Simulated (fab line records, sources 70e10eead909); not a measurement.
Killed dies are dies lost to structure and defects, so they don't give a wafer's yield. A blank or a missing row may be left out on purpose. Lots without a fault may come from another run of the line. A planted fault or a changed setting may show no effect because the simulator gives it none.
fab line records | flow nand_harc
record lots=5 wafers=15 last_day=33
route steps=1302 shown P_GATE@170
lots that met no fault: from a run of the same line without faults
start_h: hours from the record's first day to the start of the lot's first wafer shown | wait_h: hours since the lot's step before | " the same as in the row above | L1.1+2: a row that stands for several wafers | - no value, or no start given | * or withheld: withheld | < > ~ a bound
route shown NAME@n: a module of which the file shows steps, and the number in the route of the first | usual: mean/standard deviation of fault-free wafers | same: alike in all rows | chamber/n: place in a boat | sites: the reading at each site | _std_site: their standard deviation | _edge_site: outer sites' mean less inner sites' | radius_mm: how far each site lies from the wafer's centre | mask NAME#n: copy n | behind: the tool/chamber that last shaped the wafer | hold: why the lot was held/for how many hours/how that ended | device: the transistor (n, p or np) that didn't switch | end of line: the same wafers' tests at the end of the route | a step without rows: its recipe alone | killed: dies lost to structure and defects at the first sort, not the wafer's yield | map: a wafer's dies, x killed, . not, _ none there
set.NAME: the setting as run; set.NAME@STEP: as run at that earlier step | model.NAME: the simulator's own value behind a step, which no gauge read
lots at some steps of the route; a table a step, a row a wafer
services: from which hour (start_h, from the record's first day; less than 0 if before it) a tool's chamber was out of use, for how many hours, and why
## steps
# step NHARC_P_GATE_CD_MEAS_46
# recipe target_cd_nm=720 landing_energy_ev=500
# usual cd_nm=718.7/1.5
# columns lot.wafer tool chamber start_h wait_h cd_nm
L267.1 cd_sem-01 0 162.92 - 720.7
L267.2 " 0 " " 718.4
L267.5 " 0 " " 717.7
L269.3 cd_sem-03 0 176.81 - 717.6
L269.4 " 0 " " 717.2
L269.6 " 0 " " 716.8
L280.2 cd_sem-03 0 290.67 - 717.7
L280.4 " 0 " " 716.8
L280.5 " 0 " " 716.5
L283.2 cd_sem-03 0 314.19 - 715.9
L283.5 " 0 " " 717.0
L283.6 " 0 " " 715.7
L284.2 cd_sem-03 0 335.49 - 718.2
L284.4 " 0 " " 719.8
L284.6 " 0 " " 718.3
# step NHARC_P_GATE_HARDBAKE_47
# recipe temp_c=125 time_s=80
# step NHARC_P_GATE_DESCUM_48
# recipe time_s=3 o2_flow_sccm=200 ar_flow_sccm=0 bias_power_w=0 chemistry=O2
# usual drypump_motor_current_A=5.7/0.5 mfc_ar_sccm=0.010/0.012 oes_product_au=1.002/0.011 rf_vpp_V=57.8/0.95 showerhead_plenum_p_Torr=1.90/0.067 throttle_valve_pct=11.310/0.0085
# columns lot.wafer tool chamber start_h wait_h drypump_motor_current_A mfc_ar_sccm oes_product_au rf_hours_counter_h rf_vpp_V showerhead_plenum_p_Torr throttle_valve_pct
L267.2 rie_diel-12 2 163.10 - 5.5 0 1.019 3.7 57.6 1.86 11.321
L267.1 " 3 " " 5.2 0 1.015 3.2 57.2 1.80 11.299
L267.5 " 1 " " 5.7 0 1.014 - 57.8 1.88 11.309
L269.3 rie_diel-12 3 176.98 - 5.2 0 1.003 3.5 55.9 1.80 11.301
L269.4 " 0 " " 5.3 0.023 1.009 4.1 58.2 1.94 11.295
L269.6 " 1 " " 5.6 0 1.018 - 56.0 1.88 11.299
L280.2 rie_diel-04 1 290.83 - 5.2 0.010 0.991 4.3 57.7 2.03 11.311
L280.4 " 0 " " 5.9 0 1.015 5.0 56.9 1.79 11.323
L280.5 " 2 " " 6.2 0.011 1.021 - 59.4 1.98 11.311
L283.2 rie_diel-12 3 314.34 - 5.2 0 0.989 1.5 58.8 1.80 11.302
L283.6 " 3 " " 5.2 0 0.981 - 57.2 1.80 11.318
L283.5 " 0 " " 5.3 0.023 0.996 - 58.2 1.94 11.309
L284.4 rie_diel-04 1 335.66 - 5.2 0.010 0.984 6.7 58.3 2.03 11.303
L284.2 " 3 " " 4.9 0.004 0.975 6.9 57.4 1.93 11.319
L284.6 " 0 " " 5.9 0 0.989 - 56.8 1.79 11.301
# step NHARC_P_GATE_IMPLANT_49
# recipe energy_kev=30 dose_cm2=3e+15 tilt_deg=7
# step NHARC_P_GATE_STRIP_111
# recipe power_w=1500 temp_c=110 time_s=250 chemistry=N2/H2
# usual drypump_motor_current_A=5.7/0.45 heater_power_w=85/7.4
# columns lot.wafer tool chamber start_h wait_h drypump_motor_current_A heater_power_w rf_hours_counter_h
L267.1 plasma_asher-01 1 163.66 0.4 5.1 76 35
L267.2 " 0 " " 5.7 84 35
L267.5 " 1 " " 5.1 77 -
L269.4 plasma_asher-02 1 177.43 0.2 6.2 100 -
L269.3 " 0 " " 6.1 84 -
L269.6 " 0 " " 6.2 87 -
L280.2 plasma_asher-02 0 291.25 0.2 6.1 84 5
L280.4 " 1 " " 6.2 97 -
L280.5 " 1 " " 6.2 97 -
L283.2 plasma_asher-02 0 314.78 0.2 6.1 84 9
L283.6 " 1 " " 6.2 98 -
L283.5 " 0 " " 6.2 84 -
L284.2 plasma_asher-01 1 336.02 0.2 5.1 81 33
L284.4 " 1 " " 5.0 80 -
L284.6 " 0 " " 5.6 81 -
# step NHARC_P_GATE_STRIP_75
# recipe power_w=1500 temp_c=250 chemistry=O2
# usual drypump_motor_current_A=5.7/0.46 heater_power_w=320/27
# columns lot.wafer tool chamber start_h wait_h drypump_motor_current_A heater_power_w rf_hours_counter_h
L267.1 plasma_asher-01 1 163.96 0.3 5.0 280 35
L267.2 " 0 " " 5.6 320 35
L267.5 " 1 " " 5.1 287 -
L269.4 plasma_asher-02 1 177.65 0.2 6.2 378 -
L269.3 " 0 " " 6.1 321 -
L269.6 " 0 " " 6.1 324 -
L280.2 plasma_asher-02 0 291.51 0.2 6.1 317 6
L280.4 " 1 " " 6.2 360 -
L280.5 " 1 " " 6.2 365 -
L283.2 plasma_asher-02 0 315.04 0.2 6.1 320 9
L283.6 " 1 " " 6.2 360 -
L283.5 " 0 " " 6.1 313 -
L284.2 plasma_asher-01 1 336.32 0.2 5.1 289 33
L284.4 " 1 " " 5.1 297 -
L284.6 " 0 " " 5.6 300 -
# step NHARC_P_GATE_STRIP_50
# recipe time_s=900 temp_c=130 chemistry=SPM
# step NHARC_P_GATE_DEHYDRATE_51
# recipe temp_c=150 time_s=120
# step NHARC_P_GATE_HMDS_52
# recipe time_s=30
# step NHARC_P_GATE_COAT_53
# recipe spin_rpm=3000
# step NHARC_P_GATE_SOFTBAKE_54
# recipe temp_c=122 time_s=95
# step NHARC_P_GATE_EBR_55
# step NHARC_P_GATE_EXPOSE_56
# recipe na=0.6 target_cd_nm=720 dose_mj=14.81 mask_id=P_PSD
# columns lot.wafer tool chamber start_h wait_h mask
L267.1+2+5 krf_scanner-03 0 164.73 - P_PSD#0
L269.3+4+6 krf_scanner-04 0 178.41 - P_PSD_R1#0
L280.2+4+5 krf_scanner-04 0 292.15 - P_PSD#0
L283.2+5+6 krf_scanner-03 0 315.82 - P_PSD#0
L284.2+4+6 krf_scanner-03 0 336.97 - P_PSD#0
# step NHARC_P_GATE_PEB_57
# recipe peb_temp_c=118 peb_time_s=85
# step NHARC_P_GATE_DEVELOP_58
# recipe time_s=70
# step NHARC_P_GATE_CD_MEAS_59
# recipe target_cd_nm=720 landing_energy_ev=500
# usual cd_nm=718.8/1.4
# columns lot.wafer tool chamber start_h wait_h hold cd_nm
L267.1 cd_sem-01 0 164.88 - - 718.7
L267.2 " 0 " " - 717.4
L267.5 " 0 " " - 721.4
L269.3 cd_sem-03 0 178.56 - await_dispo/0.2h/release 713.2
L269.4 " 0 " " await_dispo/0.2h/release 714.2
L269.6 " 0 " " await_dispo/0.2h/release 713.7
L269.3 cd_sem-03 0 - - - 713.2
L269.4 " 0 " " - 714.3
L269.6 " 0 " " - 714.0
L280.2 cd_sem-03 0 292.30 - - 716.0
L280.4 " 0 " " - 718.2
L280.5 " 0 " " - 717.5
L283.2 cd_sem-03 0 315.98 - - 718.8
L283.5 " 0 " " - 716.8
L283.6 " 0 " " - 719.6
L284.2 cd_sem-03 0 337.13 - - 718.2
L284.4 " 0 " " - 717.8
L284.6 " 0 " " - 720.3
## services
# columns tool chamber start_h hours kind
rie_diel-04 2 148.33 13.3 repair
plasma_asher-01 - 162.13 1.5 repair
plasma_asher-01 - 165.00 9.0 pm
plasma_asher-01 0 165.00 9.0 vent_cycle
plasma_asher-01 1 165.00 9.0 vent_cycle
krf_scanner-04 - 169.11 1.5 repair
plasma_asher-01 0 174.00 - clean
rie_diel-04 - 178.42 9.0 pm
krf_scanner-04 - 181.94 1.2 repair
rie_diel-04 1 192.05 9.7 repair
rie_diel-12 3 195.10 1.4 repair
rie_diel-12 2 222.97 1.3 repair
krf_scanner-03 - 224.00 4.0 pm
krf_scanner-04 - 230.22 6.8 repair
plasma_asher-02 - 249.00 9.0 pm
plasma_asher-02 0 249.00 9.0 vent_cycle
plasma_asher-02 1 249.00 9.0 vent_cycle
rie_diel-04 - 249.40 2.7 repair
plasma_asher-02 0 258.00 - clean
plasma_asher-02 1 258.00 - clean
rie_diel-12 - 268.42 9.0 pm
plasma_asher-01 - 284.68 1.2 repair
krf_scanner-04 - 306.59 3.0 repair
krf_scanner-04 - 319.42 0.4 repair
## key
first_sign step=NHARC_P_GATE_EXPOSE_56 reading=mask direction=changed
effect step=NHARC_P_GATE_CD_MEAS_59 reading=visit direction=added
met_at NHARC_P_GATE_EXPOSE_56
struck_wafers L269.3,L269.4,L269.6
tester_left_out L269
fault kind=wrong_mask tool=any chamber=- onset_h=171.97 steps=NHARC_P_GATE_EXPOSE_56 aux_copy=P_PSD_R1#0 cd_offset_nm=-5.9644 scope=struck_lots_only
# tester_left_out: of these lots the tester's yield and bins aren't shown, on N5 and GAA mostly nor the transistor test; their killed dies are dies lost to structure and defects alone, not to doping, threshold or leakage, so they don't give the yield
